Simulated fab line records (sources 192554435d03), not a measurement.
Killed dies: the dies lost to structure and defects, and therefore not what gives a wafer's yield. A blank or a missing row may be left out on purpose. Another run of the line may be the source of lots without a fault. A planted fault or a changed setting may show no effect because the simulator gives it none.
Lot-split experiment / flow n5_finfet / on a route of 1938 steps: 7 lots, 21 wafers read

ABOUT THE SPLIT
At N5_MOL_CONTACT_COAG_ETCH_105 (etches SiARC in CF4, target depth 15.6 nm, time 26 s), the setting bias_w was moved away from the recipe's 36 W on 6 of the 21 wafers read, by -17.2% to +15.3%. The other wafers ran this setting at the recipe's value.

Reading taken at the split's own step.

THE READING
rf_vpp_V, in V, at N5_MOL_CONTACT_COAG_ETCH_105 (etches SiARC in CF4, target depth 15.6 nm, time 26 s). Typical for fault-free wafers on this fab line: 184.3 V, with standard deviation 1.5 V.

wafer=L078.2; tool, chamber at the split=rie_diel-02, 0; bias_w as run, W=31.01; against the recipe=-13.9%; rf_vpp_V, V=170.0; against lot-mates on the recipe=-14.2
wafer=L078.3; tool, chamber at the split=rie_diel-02, 3; bias_w as run, W=31.01; against the recipe=-13.9%; rf_vpp_V, V=168.8; against lot-mates on the recipe=-15.4
wafer=L078.4; tool, chamber at the split=rie_diel-02, 1; bias_w as run, W=36; against the recipe=recipe; rf_vpp_V, V=184.2; against lot-mates on the recipe=-
wafer=L082.1; tool, chamber at the split=rie_diel-05, 1; bias_w as run, W=36; against the recipe=recipe; rf_vpp_V, V=182.4; against lot-mates on the recipe=-
wafer=L082.4; tool, chamber at the split=rie_diel-05, 0; bias_w as run, W=36; against the recipe=recipe; rf_vpp_V, V=184.5; against lot-mates on the recipe=-
wafer=L082.5; tool, chamber at the split=rie_diel-05, 1; bias_w as run, W=36; against the recipe=recipe; rf_vpp_V, V=183.5; against lot-mates on the recipe=-
wafer=L085.3; tool, chamber at the split=rie_diel-04, 2; bias_w as run, W=36; against the recipe=recipe; rf_vpp_V, V=185.1; against lot-mates on the recipe=-
wafer=L085.5; tool, chamber at the split=rie_diel-04, 3; bias_w as run, W=41.51; against the recipe=+15.3%; rf_vpp_V, V=202.1; against lot-mates on the recipe=+16.8
wafer=L085.6; tool, chamber at the split=rie_diel-04, 0; bias_w as run, W=36; against the recipe=recipe; rf_vpp_V, V=185.4; against lot-mates on the recipe=-
wafer=L086.1; tool, chamber at the split=rie_diel-02, 2; bias_w as run, W=36; against the recipe=recipe; rf_vpp_V, V=183.0; against lot-mates on the recipe=-
wafer=L086.3; tool, chamber at the split=rie_diel-02, 1; bias_w as run, W=39.61; against the recipe=+10.0%; rf_vpp_V, V=196.8; against lot-mates on the recipe=+12.5
wafer=L086.4; tool, chamber at the split=rie_diel-02, 0; bias_w as run, W=36; against the recipe=recipe; rf_vpp_V, V=185.6; against lot-mates on the recipe=-
wafer=L094.2; tool, chamber at the split=rie_diel-02, 0; bias_w as run, W=36; against the recipe=recipe; rf_vpp_V, V=185.7; against lot-mates on the recipe=-
wafer=L094.4; tool, chamber at the split=rie_diel-02, 1; bias_w as run, W=36; against the recipe=recipe; rf_vpp_V, V=183.8; against lot-mates on the recipe=-
wafer=L094.5; tool, chamber at the split=rie_diel-02, 3; bias_w as run, W=40.13; against the recipe=+11.5%; rf_vpp_V, V=198.5; against lot-mates on the recipe=+13.8
wafer=L095.1; tool, chamber at the split=rie_diel-05, 1; bias_w as run, W=36; against the recipe=recipe; rf_vpp_V, V=182.7; against lot-mates on the recipe=-
wafer=L095.3; tool, chamber at the split=rie_diel-05, 2; bias_w as run, W=36; against the recipe=recipe; rf_vpp_V, V=184.9; against lot-mates on the recipe=-
wafer=L095.6; tool, chamber at the split=rie_diel-05, 3; bias_w as run, W=36; against the recipe=recipe; rf_vpp_V, V=185.6; against lot-mates on the recipe=-
wafer=L096.3; tool, chamber at the split=rie_diel-02, 1; bias_w as run, W=36; against the recipe=recipe; rf_vpp_V, V=184.6; against lot-mates on the recipe=-
wafer=L096.5; tool, chamber at the split=rie_diel-02, 0; bias_w as run, W=36; against the recipe=recipe; rf_vpp_V, V=186.2; against lot-mates on the recipe=-
wafer=L096.6; tool, chamber at the split=rie_diel-02, 1; bias_w as run, W=29.82; against the recipe=-17.2%; rf_vpp_V, V=162.7; against lot-mates on the recipe=-22.7

FIT RESULTS
A straight line over all 21 wafers: rf_vpp_V changes by +1.18 V for each +1% of bias_w; r = +0.99; the points scatter about the line by 1.2 V.
The same after taking each lot's own level away (the mean of its wafers on the recipe; 21 wafers): +1.17 V for each +1%; r = +0.99; scatter 1.2 V.
The reading moves by 20 V for the largest change in bias_w, on that fit.
Measured against the standard deviation above, the lots' own levels, which go from 183.47 to 185.40 V, span 1.3 times it.
The two slopes are in agreement: the lot-to-lot level therefore moves the slope only a little.
Check: -19 V against its lot-mates is what the line predicts for one of the wafers moved furthest among these (-17.2%) when that wafer is left out of the fit. Against them it came out at -22.7 V.
Tool readings at the split's step, against how far the setting was moved: rf_vpp_V r = +0.99.

THESE WAFERS: OTHER SPLITS
Note: prior to the reading, these wafers also went through further splits. Each is held against what the fit with the lots' levels taken away leaves over:
other split on the same wafers=N5_HKMG_FIN_ETCH_58 source_w; wafers away from the commonest value=3; r with rf_vpp_V (lot level and that fit taken away)=+0.24
other split on the same wafers=N5_GATE_CUT_ETCH_58 bias_w; wafers away from the commonest value=5; r with rf_vpp_V (lot level and that fit taken away)=+0.26
other split on the same wafers=N5_GATE_CUT_ALD_22 ald_cycles; wafers away from the commonest value=3; r with rf_vpp_V (lot level and that fit taken away)=-0.09

FILE'S OWN FIT
rf_vpp_V changes by +1.19 V for each +1% of bias_w, r = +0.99.
